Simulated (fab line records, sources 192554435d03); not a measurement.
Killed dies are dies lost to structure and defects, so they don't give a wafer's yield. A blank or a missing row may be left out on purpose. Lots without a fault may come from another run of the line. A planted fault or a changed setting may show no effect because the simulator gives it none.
fab line records | flow n5_finfet
record lots=7 wafers=21
route steps=1938 shown BEOL_M5@1123 BEOL_M6@1198
start_h: hours from the record's first day to the start of the lot's first wafer shown | wait_h: hours since the lot's step before | " the same as in the row above | L1.1+2: a row that stands for several wafers | - no value, or no start given | * or withheld: withheld | < > ~ a bound
route shown NAME@n: a module of which the file shows steps, and the number in the route of the first | usual: mean/standard deviation of fault-free wafers | same: alike in all rows | chamber/n: place in a boat | sites: the reading at each site | _std_site: their standard deviation | _edge_site: outer sites' mean less inner sites' | radius_mm: how far each site lies from the wafer's centre | mask NAME#n: copy n | behind: the tool/chamber that last shaped the wafer | hold: why the lot was held/for how many hours/how that ended | device: the transistor (n, p or np) that didn't switch | end of line: the same wafers' tests at the end of the route | a step without rows: its recipe alone | killed: dies lost to structure and defects at the first sort, not the wafer's yield | map: a wafer's dies, x killed, . not, _ none there
set.NAME: the setting as run; set.NAME@STEP: as run at that earlier step | model.NAME: the simulator's own value behind a step, which no gauge read
lots whose settings were changed on purpose; a table a step, a row a wafer
## steps
# step N5_BEOL_M5_EXPOSE_08
# recipe mask_id=M5 na=0.33 source_shape=annular sigma_inner=0.4 sigma_outer=0.8 polarization=unpolarized target_cd_nm=28 dose_mj=35.75
# columns lot.wafer tool chamber start_h wait_h mask set.dose_mj
L075.1+2+5 euv_scanner-02 0 178.56 - M5#0 35.75
L081.1+5 euv_scanner-01 0 205.27 - M5#0 37.12
L081.2 " 0 " " M5#0 35.75
L084.1+3+6 euv_scanner-02 0 227.53 - M5#0 35.75
L089.3 euv_scanner-02 0 254.99 - M5#0 35.75
L089.5+6 " 0 " " M5#0 34.22
L092.3 euv_scanner-01 0 269.96 - M5#0 33.65
L092.4+5 " 0 " " M5#0 35.75
L094.1 euv_scanner-02 0 288.67 - M5#0 35.75
L094.3+6 " 0 " " M5#0 34.06
L096.1 euv_scanner-02 0 305.83 - M5#0 35.75
L096.3+6 " 0 " " M5#0 38.22
# step N5_BEOL_M5_PEB_09
# recipe peb_temp_c=100 peb_time_s=60 resist=CAR-EUV
# step N5_BEOL_M5_DEVELOP_10
# recipe develop_time_s=30 developer=TMAH resist=CAR-EUV rinse_liquid=surfactant_rinse dry=air_spin dev_temp_c=23
# step N5_BEOL_M5_CD_MEAS_11
# recipe target_cd_nm=27.74 landing_energy_ev=500 detector=se_inlens
# usual cd_nm=27.99/0.24
# columns lot.wafer tool chamber start_h wait_h set.dose_mj@BEOL_M5_EXPOSE_08 cd_nm
L075.1 cd_sem-03 0 178.68 - 35.75 27.97
L075.2 " 0 " " 35.75 27.96
L075.5 " 0 " " 35.75 27.93
L081.1 cd_sem-02 0 205.40 - 37.12 28.95
L081.2 " 0 " " 35.75 28.00
L081.5 " 0 " " 37.12 29.03
L084.1 cd_sem-01 0 227.66 - 35.75 28.04
L084.3 " 0 " " 35.75 27.98
L084.6 " 0 " " 35.75 28.44
L089.3 cd_sem-03 0 255.11 - 35.75 27.97
L089.5 " 0 " " 34.22 26.90
L089.6 " 0 " " 34.22 26.75
L092.3 cd_sem-02 0 270.08 - 33.65 26.79
L092.4 " 0 " " 35.75 27.69
L092.5 " 0 " " 35.75 28.21
L094.1 cd_sem-02 0 288.80 - 35.75 28.31
L094.3 " 0 " " 34.06 26.63
L094.6 " 0 " " 34.06 26.66
L096.1 cd_sem-03 0 305.95 - 35.75 27.85
L096.3 " 0 " " 38.22 29.28
L096.6 " 0 " " 38.22 29.67
# step N5_BEOL_M5_DESCUM_16
# recipe chemistry=O2 time_s=7 source_power_w=50 bias_power_w=20 pressure_mtorr=20 rf_frequency_hz=2.712e+07 temp_c=40 resist=CAR-EUV o2_flow_sccm=225
# columns lot.wafer tool chamber start_h wait_h set.dose_mj@BEOL_M5_EXPOSE_08 model.BEOL_M5.cd_nm
L075.1+2+5 rie_diel-06 1,0,1 178.81 0.0 35.75 28.2
L081.1 rie_diel-05 3 205.53 0.0 37.12 29.2
L081.2 " 1 " " 35.75 28.2
L081.5 " 2 " " 37.12 28.8
L084.1 rie_diel-06 0 227.83 0.1 35.75 28
L084.3 " 1 " " 35.75 28.2
L084.6 " 3 " " 35.75 27.8
L089.3 rie_diel-02 1 255.23 0.0 35.75 28.2
L089.5 " 2 " " 34.22 27.2
L089.6 " 3 " " 34.22 27
L092.3 rie_diel-02 0 270.20 0.0 33.65 26.6
L092.4 " 1 " " 35.75 28.2
L092.5 " 1 " " 35.75 28
L094.1 rie_diel-06 2 289.44 0.5 35.75 28
L094.3 " 0 " " 34.06 26.8
L094.6 " 0 " " 34.06 27
L096.1 rie_diel-05 3 306.30 0.3 35.75 28.2
L096.3 " 1 " " 38.22 29.6
L096.6 " 0 " " 38.22 29.8
# step N5_BEOL_M5_ETCH_72
# recipe chemistry=N2/H2 target=underlayer target_depth_a=65 mask_material=CAR-EUV time_s=5.2 ion_energy_ev=200 pressure_mtorr=30 source_w=840 bias_w=150 n2_flow_sccm=200 h2_flow_sccm=200 ends=cleared
# columns lot.wafer tool chamber start_h wait_h set.dose_mj@BEOL_M5_EXPOSE_08 model.BEOL_M5.cd_nm
L075.1+5 rie_diel-06 1 178.84 0.0 35.75 28.4
L075.2 " 0 " " 35.75 28
L081.1 rie_diel-05 3 205.56 0.0 37.12 29
L081.2 " 1 " " 35.75 28
L081.5 " 2 " " 37.12 28.8
L084.1+6 rie_diel-06 0,3 227.87 0.0 35.75 27.8
L084.3 " 1 " " 35.75 28.2
L089.3 rie_diel-02 1 255.26 0.0 35.75 28.2
L089.5 " 2 " " 34.22 27.4
L089.6 " 3 " " 34.22 27.2
L092.3 rie_diel-02 0 270.23 0.0 33.65 26.6
L092.4+5 " 1 " " 35.75 28
L094.1 rie_diel-06 2 289.47 0.0 35.75 28
L094.3+6 " 0 " " 34.06 26.8
L096.1 rie_diel-05 3 306.33 0.0 35.75 28.2
L096.3 " 1 " " 38.22 29.4
L096.6 " 0 " " 38.22 29.8
# step N5_BEOL_M5_ETCH_61
# recipe chemistry=CF4 target=SiARC target_depth_a=156 mask_material=CAR-EUV time_s=26 ion_energy_ev=80 pressure_mtorr=40 source_w=545 bias_w=36 Ar_flow_sccm=100 cf4_flow_sccm=100 ends=cleared
# columns lot.wafer tool chamber start_h wait_h set.dose_mj@BEOL_M5_EXPOSE_08 model.BEOL_M5.cd_nm
L075.1+5 rie_diel-06 1 178.86 0.0 35.75 28.4
L075.2 " 0 " " 35.75 28.2
L081.1 rie_diel-05 3 205.58 0.0 37.12 29.2
L081.2 " 1 " " 35.75 28.2
L081.5 " 2 " " 37.12 28.8
L084.1 rie_diel-06 0 227.88 0.0 35.75 28.2
L084.3 " 1 " " 35.75 28.4
L084.6 " 3 " " 35.75 28
L089.3 rie_diel-02 1 255.28 0.0 35.75 28
L089.5+6 " 2,3 " " 34.22 27.4
L092.3 rie_diel-02 0 270.25 0.0 33.65 26.8
L092.4 " 1 " " 35.75 28
L092.5 " 1 " " 35.75 27.8
L094.1 rie_diel-06 2 289.49 0.0 35.75 28
L094.3 " 0 " " 34.06 27
L094.6 " 0 " " 34.06 27.2
L096.1 rie_diel-05 3 306.35 0.0 35.75 28.2
L096.3 " 1 " " 38.22 29.6
L096.6 " 0 " " 38.22 30
# step N5_BEOL_M5_EXPOSE_25
# recipe mask_id=V4 na=0.33 source_shape=quasar sigma_inner=0.2 sigma_outer=0.6 polarization=unpolarized defocus_nm=10 dose_mj=52.75
# columns lot.wafer tool chamber start_h wait_h mask set.dose_mj
L075.1+2 euv_scanner-02 0 179.43 - V4#0 52.75
L075.5 " 0 " " V4#0 54.9
L081.1+2 euv_scanner-01 0 206.47 - V4#0 52.75
L081.5 " 0 " " V4#0 55.64
L084.1+3+6 euv_scanner-01 0 228.47 - V4#0 52.75
L089.3+5 euv_scanner-02 0 256.00 - V4#0 50
L089.6 " 0 " " V4#0 52.75
L092.3+4+5 euv_scanner-01 0 273.17 - V4#0 52.75
L094.1+3+6 euv_scanner-02 0 290.43 - V4#0 52.75
L096.1+3+6 euv_scanner-02 0 307.08 - V4#0 52.75
# step N5_BEOL_M5_PEB_26
# recipe peb_temp_c=100 peb_time_s=60 resist=CAR-EUV
# step N5_BEOL_M5_DEVELOP_27
# recipe develop_time_s=30 developer=TMAH resist=CAR-EUV rinse_liquid=surfactant_rinse dry=air_spin dev_temp_c=23
# step N5_BEOL_M5_CD_MEAS_28
# recipe target_cd_nm=30.6 landing_energy_ev=500 detector=se_inlens target_cd_y_nm=20 polarity=opening
# usual cd_nm=30.5/0.34
# columns lot.wafer tool chamber start_h wait_h set.dose_mj@BEOL_M5_EXPOSE_25 cd_nm
L075.1 cd_sem-01 0 179.57 - 52.75 30.0
L075.2 " 0 " " 52.75 30.3
L075.5 " 0 " " 54.9 31.2
L081.1 cd_sem-03 0 206.61 - 52.75 30.5
L081.2 " 0 " " 52.75 30.5
L081.5 " 0 " " 55.64 31.4
L084.1 cd_sem-02 0 228.61 - 52.75 30.9
L084.3 " 0 " " 52.75 30.6
L084.6 " 0 " " 52.75 30.9
L089.3 cd_sem-03 0 256.12 - 50 29.0
L089.5 " 0 " " 50 28.7
L089.6 " 0 " " 52.75 29.9
L092.3 cd_sem-02 0 273.29 - 52.75 31.0
L092.4 " 0 " " 52.75 31.2
L092.5 " 0 " " 52.75 31.2
L094.1 cd_sem-02 0 290.57 - 52.75 30.9
L094.3 " 0 " " 52.75 30.6
L094.6 " 0 " " 52.75 30.3
L096.1 cd_sem-02 0 307.22 - 52.75 30.6
L096.3 " 0 " " 52.75 30.0
L096.6 " 0 " " 52.75 30.7
# step N5_BEOL_M6_HM_DEP_02
# recipe material=TiN target_thk_a=200 temp_c=25 chamber_pressure_pa=0.49996
# columns lot.wafer tool chamber start_h wait_h set.target_thk_a model.TiN_of_BEOL_M6_HM_DEP_02.thk_nm
L075.1 pvd_sputter-03 - 191.24 1.7 187.8 18.8
L075.2+5 " - " " 200 20.2
L081.1+2+5 pvd_sputter-02 - 216.13 0.3 212.8 21.2
L084.1+3+6 pvd_sputter-03 - 238.08 0.9 200 19.6
L089.3 pvd_sputter-03 - 266.58 0.5 200 20.2
L089.5+6 " - " " 200 19.8
L092.3 pvd_sputter-02 - 284.52 1.2 200 20.4
L092.4+5 " - " " 200 20
L094.1 pvd_sputter-02 - 299.70 0.6 200 20.2
L094.3 " - " " 191.5 20
L094.6 " - " " 191.5 19.4
L096.1 pvd_sputter-01 - 315.71 0.3 200 19.4
L096.3 " - " " 218.3 21.4
L096.6 " - " " 200 19.8
# step N5_BEOL_M6_EXPOSE_08
# recipe mask_id=M6 na=1.35 source_shape=dipole sigma_inner=0.817 sigma_outer=0.97 polarization=te dose_mj=68.25
# columns lot.wafer tool chamber start_h wait_h mask set.dose_mj
L075.1 arfi_scanner-01 0 191.61 - M6#0 72.32
L075.2+5 " 0 " " M6#0 68.25
L081.1 arfi_scanner-03 0 216.50 - M6#0 68.25
L081.2+5 " 0 " " M6#0 70.58
L084.1+3+6 arfi_scanner-03 0 238.45 - M6#0 68.25
L089.3+5 arfi_scanner-02 0 266.96 - M6#0 68.25
L089.6 " 0 " " M6#0 63.5
L092.3+4+5 arfi_scanner-01 0 284.91 - M6#0 68.25
L094.1+3 arfi_scanner-02 0 299.95 - M6#0 68.25
L094.6 " 0 " " M6#0 65.74
L096.1 arfi_scanner-03 0 316.17 - M6#0 68.25
L096.3+6 " 0 " " M6#0 64.41
# step N5_BEOL_M6_PEB_09
# recipe peb_temp_c=withheld peb_time_s=60 resist=CAR-ArF
# step N5_BEOL_M6_DEVELOP_10
# recipe develop_time_s=30 developer=TMAH resist=CAR-ArF rinse_liquid=diw dry=air_spin dev_temp_c=23
# step N5_BEOL_M6_CD_MEAS_11
# recipe target_cd_nm=38.5 landing_energy_ev=500 detector=se_inlens polarity=opening
# usual cd_nm=38.8/0.56
# columns lot.wafer tool chamber start_h wait_h set.dose_mj@BEOL_M6_EXPOSE_08 cd_nm
L075.1 cd_sem-03 0 191.74 - 72.32 42.4
L075.2 " 0 " " 68.25 38.5
L075.5 " 0 " " 68.25 39.2
L081.1 cd_sem-01 0 216.62 - 68.25 38.8
L081.2 " 0 " " 70.58 41.6
L081.5 " 0 " " 70.58 40.7
L084.1 cd_sem-02 0 238.57 - 68.25 38.4
L084.3 " 0 " " 68.25 37.6
L084.6 " 0 " " 68.25 38.0
L089.3 cd_sem-03 0 267.08 - 68.25 39.0
L089.5 " 0 " " 68.25 39.6
L089.6 " 0 " " 63.5 35.9
L092.3 cd_sem-02 0 285.02 - 68.25 38.1
L092.4 " 0 " " 68.25 38.1
L092.5 " 0 " " 68.25 38.1
L094.1 cd_sem-02 0 300.08 - 68.25 38.6
L094.3 " 0 " " 68.25 38.6
L094.6 " 0 " " 65.74 36.6
L096.1 cd_sem-03 0 316.30 - 68.25 37.9
L096.3 " 0 " " 64.41 36.0
L096.6 " 0 " " 64.41 35.2
# step N5_BEOL_M6_DESCUM_16
# recipe chemistry=O2 time_s=7.9 source_power_w=50 bias_power_w=20 pressure_mtorr=20 rf_frequency_hz=2.712e+07 temp_c=40 resist=CAR-ArF o2_flow_sccm=225
# step N5_BEOL_M6_ETCH_61
# recipe chemistry=CF4 target=SiARC target_depth_a=455 mask_material=CAR-ArF time_s=75.8 ion_energy_ev=80 pressure_mtorr=40 source_w=545 bias_w=36 Ar_flow_sccm=100 cf4_flow_sccm=100 ends=cleared
# columns lot.wafer tool chamber start_h wait_h set.dose_mj@BEOL_M6_EXPOSE_08 model.BEOL_M6.cd_offset_nm
L075.1 rie_diel-03 2 193.16 0.0 72.32 4.2
L075.2 " 3 " " 68.25 0.2
L075.5 " 0 " " 68.25 0.4
L081.1 rie_diel-01 1 216.75 0.0 68.25 -0.4
L081.2 " 0 " " 70.58 3
L081.5 " 0 " " 70.58 2.4
L084.1 rie_diel-01 2 238.70 0.0 68.25 0.4
L084.3 " 3 " " 68.25 -0.4
L084.6 " 0 " " 68.25 0.2
L089.3 rie_diel-01 3 267.20 0.0 68.25 0.6
L089.5 " 0 " " 68.25 1.2
L089.6 " 1 " " 63.5 -3.2
L092.3 rie_diel-04 3 285.16 0.0 68.25 -0.4
L092.4+5 " 1,0 " " 68.25 -0.6
L094.1 rie_diel-01 3 300.40 0.0 68.25 0
L094.3 " 0 " " 68.25 0.4
L094.6 " 0 " " 65.74 -1.6
L096.1 rie_diel-01 0 316.42 0.0 68.25 0
L096.3 " 2 " " 64.41 -2.4
L096.6 " 0 " " 64.41 -3.2
# step N5_BEOL_M6_ETCH_62
# recipe chemistry=N2/H2 target=SOC target_depth_a=1100 overetch_a=220 mask_material=SiARC temp_c=40 time_s=165 ion_energy_ev=200 pressure_mtorr=30 source_w=840 bias_w=150 n2_flow_sccm=200 h2_flow_sccm=200
# step N5_BEOL_M6_STRIP_68
# recipe chemistry=N2/H2 temp_c=40 n2_flow_sccm=200 h2_flow_sccm=200 rf_frequency_hz=6e+07
# step N5_BEOL_M6_STRIP_67
# recipe chemistry=CF4 resist=SiARC power_w=300 bias_power_w=75 pressure_mtorr=50 cf4_flow_sccm=150 rf_frequency_hz=6e+07
# step N5_BEOL_M6_HM_OPEN_17
# recipe chemistry=Cl2/BCl3 target_depth_a=200 overetch_a=60 target=TiN mask_material=SOC ion_energy_ev=150 pressure_mtorr=10 icp_w=1000 bias_w=126 Cl2_flow_sccm=53.25 bcl3_flow_sccm=21.75 Ar_flow_sccm=25
# columns lot.wafer tool chamber start_h wait_h set.target_thk_a@BEOL_M6_HM_DEP_02 model.etch.depth_nm
L075.1 rie_metal-02 0 193.40 0.0 187.8 18.7
L075.2 " 1 " " 200 20.12
L075.5 " 1 " " 200 20.19
L081.1+5 rie_metal-03 0,1 216.99 0.0 212.8 21.15
L081.2 " 1 " " 212.8 21.23
L084.1 rie_metal-03 0 238.94 0.0 200 19.68
L084.3 " 0 " " 200 19.67
L084.6 " 1 " " 200 19.56
L089.3 rie_metal-01 1 267.47 0.1 200 20.14
L089.5 " 0 " " 200 19.74
L089.6 " 1 " " 200 19.89
L092.3 rie_metal-01 0 285.44 0.1 200 20.49
L092.4 " 1 " " 200 19.94
L092.5 " 0 " " 200 20.02
L094.1 rie_metal-02 1 300.65 0.0 200 20.27
L094.3 " 1 " " 191.5 19.91
L094.6 " 1 " " 191.5 19.39
L096.1 rie_metal-01 0 316.67 0.0 200 19.32
L096.3 " 1 " " 218.3 21.49
L096.6 " 0 " " 200 19.77
# step N5_BEOL_M6_STRIP_19
# recipe chemistry=O2 power_w=400 temp_c=40 pressure_mtorr=30 rf_frequency_hz=6e+07 bias_power_w=0 overash_fraction=0.2 o2_flow_sccm=225
# step N5_BEOL_M6_CD_MEAS_18
# recipe pitch_nm=80 target_cd_nm=40
# usual cd_nm=40.2/0.66
# columns lot.wafer tool chamber start_h wait_h set.dose_mj@BEOL_M6_EXPOSE_08 cd_nm
L075.1 cd_sem-03 - 193.68 0.0 72.32 44.2
L075.2 " - " " 68.25 40.1
L075.5 " - " " 68.25 40.3
L081.1 cd_sem-01 - 217.17 0.0 68.25 39.8
L081.2 " - " " 70.58 42.8
L081.5 " - " " 70.58 42.2
L084.1 cd_sem-02 - 239.17 0.0 68.25 40.4
L084.3 " - " " 68.25 39.7
L084.6 " - " " 68.25 40.1
L089.3 cd_sem-03 - 267.63 0.1 68.25 40.5
L089.5 " - " " 68.25 41.1
L089.6 " - " " 63.5 36.7
L092.3 cd_sem-02 - 285.61 0.1 68.25 39.8
L092.4 " - " " 68.25 39.2
L092.5 " - " " 68.25 39.2
L094.1 cd_sem-01 - 301.04 0.0 68.25 40.1
L094.3 " - " " 68.25 40.3
L094.6 " - " " 65.74 38.2
L096.1 cd_sem-03 - 316.85 0.0 68.25 39.5
L096.3 " - " " 64.41 37.4
L096.6 " - " " 64.41 36.6
# step N5_BEOL_M6_COAT_63
# recipe resist=SOC temp_c=250 time_s=60 spin_rpm=1500 resist_thk_nm=60
# step N5_BEOL_M6_COAT_64
# recipe resist=SiARC temp_c=220 time_s=60 spin_rpm=1500 resist_thk_nm=12
# step N5_BEOL_M6_STRIP_76
# recipe chemistry=C4F6/O2 resist=SiARC rf_frequency_hz=6e+07
# step N5_BEOL_M6_STRIP_36
# recipe chemistry=N2/H2 power_w=450 temp_c=40 pressure_mtorr=20 rf_frequency_hz=6e+07 overash_fraction=0.3 bias_power_w=7 h2_frac=0.5 n2_flow_sccm=200 h2_flow_sccm=200
# step N5_BEOL_M6_TRENCH_ETCH_37
# recipe chemistry=C4F6/O2 target_depth_a=944.35 target=SiCOH_lowk time_s=31.5 ion_energy_ev=250 pressure_mtorr=30 source_w=345 bias_w=185 Ar_flow_sccm=300 C4F6_flow_sccm=10 O2_flow_sccm=10
# columns lot.wafer tool chamber start_h wait_h set.target_thk_a@BEOL_M6_HM_DEP_02 model.TiN_of_BEOL_M6_HM_DEP_02.thk_nm
L075.1 rie_diel-01 1 - - 187.8 16
L075.2 " 0 " " 200 17.4
L075.5 " 1 " " 200 17.6
L081.1+5 rie_diel-01 3,2 - - 212.8 18.4
L081.2 " 1 " " 212.8 18.6
L084.1 rie_diel-03 3 - - 200 17
L084.3+6 " 1,2 " " 200 16.8
L089.3 rie_diel-04 0 - - 200 17.4
L089.5 " 0 " " 200 17
L089.6 " 1 " " 200 17.2
L092.3 rie_diel-04 1 - - 200 17.8
L092.4 " 3 " " 200 17.2
L092.5 " 0 " " 200 17.4
L094.1 rie_diel-04 2 - - 200 17.4
L094.3 " 1 " " 191.5 17.2
L094.6 " 3 " " 191.5 16.6
L096.1 rie_diel-01 3 - - 200 16.6
L096.3 " 0 " " 218.3 18.8
L096.6 " 3 " " 200 17
# step N5_BEOL_M6_ETCH_41
# recipe chemistry=CH3F/O2 target=SiCN target_depth_a=297 taper_deg=2 time_s=52 ion_energy_ev=120 mask_material=TiN pressure_mtorr=30 source_w=395 bias_w=75 Ar_flow_sccm=150 CH3F_flow_sccm=30 O2_flow_sccm=20
# step N5_BEOL_M6_STRIP_80
# recipe chemistry=N2/H2 time_s=10 power_w=450 temp_c=40 pressure_mtorr=20 rf_frequency_hz=6e+07 bias_power_w=7 n2_flow_sccm=200 h2_flow_sccm=200
# step N5_BEOL_M6_PRECLEAN_42
# recipe chemistry=residue_remover time_s=60 temp_c=40
# step N5_BEOL_M6_SRD_43
# recipe time_s=30 temp_c=23 rinse_liquid=diw dry=ipa_marangoni
# step N5_BEOL_M6_CD_MEAS_35
# recipe target_cd_nm=40 target_cd_y_nm=28 polarity=opening
# usual cd_nm=40.2/0.64
# columns lot.wafer tool chamber start_h wait_h set.dose_mj@BEOL_M6_EXPOSE_08 cd_nm
L075.1 cd_sem-03 - 195.65 0.0 72.32 43.8
L075.2 " - " " 68.25 40.0
L075.5 " - " " 68.25 40.0
L081.1 cd_sem-02 - 220.11 0.0 68.25 39.8
L081.2 " - " " 70.58 42.3
L081.5 " - " " 70.58 41.9
L084.1 cd_sem-02 - 241.91 0.0 68.25 40.2
L084.3 " - " " 68.25 39.5
L084.6 " - " " 68.25 40.1
L089.3 cd_sem-02 - 269.80 0.0 68.25 40.6
L089.5 " - " " 68.25 41.1
L089.6 " - " " 63.5 37.1
L092.3 cd_sem-01 - 288.03 0.0 68.25 40.1
L092.4 " - " " 68.25 39.5
L092.5 " - " " 68.25 39.1
L094.1 cd_sem-02 - 303.95 0.0 68.25 40.2
L094.3 " - " " 68.25 40.6
L094.6 " - " " 65.74 38.5
L096.1 cd_sem-02 - 318.16 0.0 68.25 39.7
L096.3 " - " " 64.41 37.3
L096.6 " - " " 64.41 37.0
## key
split step=N5_BEOL_M5_EXPOSE_08 setting=dose_mj stated=35.75 by=wafer
response step=N5_BEOL_M5_CD_MEAS_11 reading=cd_nm change=+0.251 per=1% r=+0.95
response step=N5_BEOL_M5_DESCUM_16 reading=model.BEOL_M5.cd_nm change=+0.234 per=1% r=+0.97
response step=N5_BEOL_M5_ETCH_72 reading=model.BEOL_M5.cd_nm change=+0.224 per=1% r=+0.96
response step=N5_BEOL_M5_ETCH_61 reading=model.BEOL_M5.cd_nm change=+0.199 per=1% r=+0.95
split step=N5_BEOL_M5_EXPOSE_25 setting=dose_mj stated=52.75 by=wafer
response step=N5_BEOL_M5_CD_MEAS_28 reading=cd_nm change=+0.204 per=1% r=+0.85
split step=N5_BEOL_M6_HM_DEP_02 setting=target_thk_a stated=200 by=wafer
response step=N5_BEOL_M6_HM_DEP_02 reading=model.TiN_of_BEOL_M6_HM_DEP_02.thk_nm change=+0.195 per=1% r=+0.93
response step=N5_BEOL_M6_HM_OPEN_17 reading=model.etch.depth_nm change=+0.211 per=1% r=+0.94
response step=N5_BEOL_M6_TRENCH_ETCH_37 reading=model.TiN_of_BEOL_M6_HM_DEP_02.thk_nm change=+0.213 per=1% r=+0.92
split step=N5_BEOL_M6_EXPOSE_08 setting=dose_mj stated=68.25 by=wafer
response step=N5_BEOL_M6_CD_MEAS_11 reading=cd_nm change=+0.523 per=1% r=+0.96
response step=N5_BEOL_M6_ETCH_61 reading=model.BEOL_M6.cd_offset_nm change=+0.602 per=1% r=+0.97
response step=N5_BEOL_M6_CD_MEAS_18 reading=cd_nm change=+0.585 per=1% r=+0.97
response step=N5_BEOL_M6_CD_MEAS_35 reading=cd_nm change=+0.55 per=1% r=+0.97
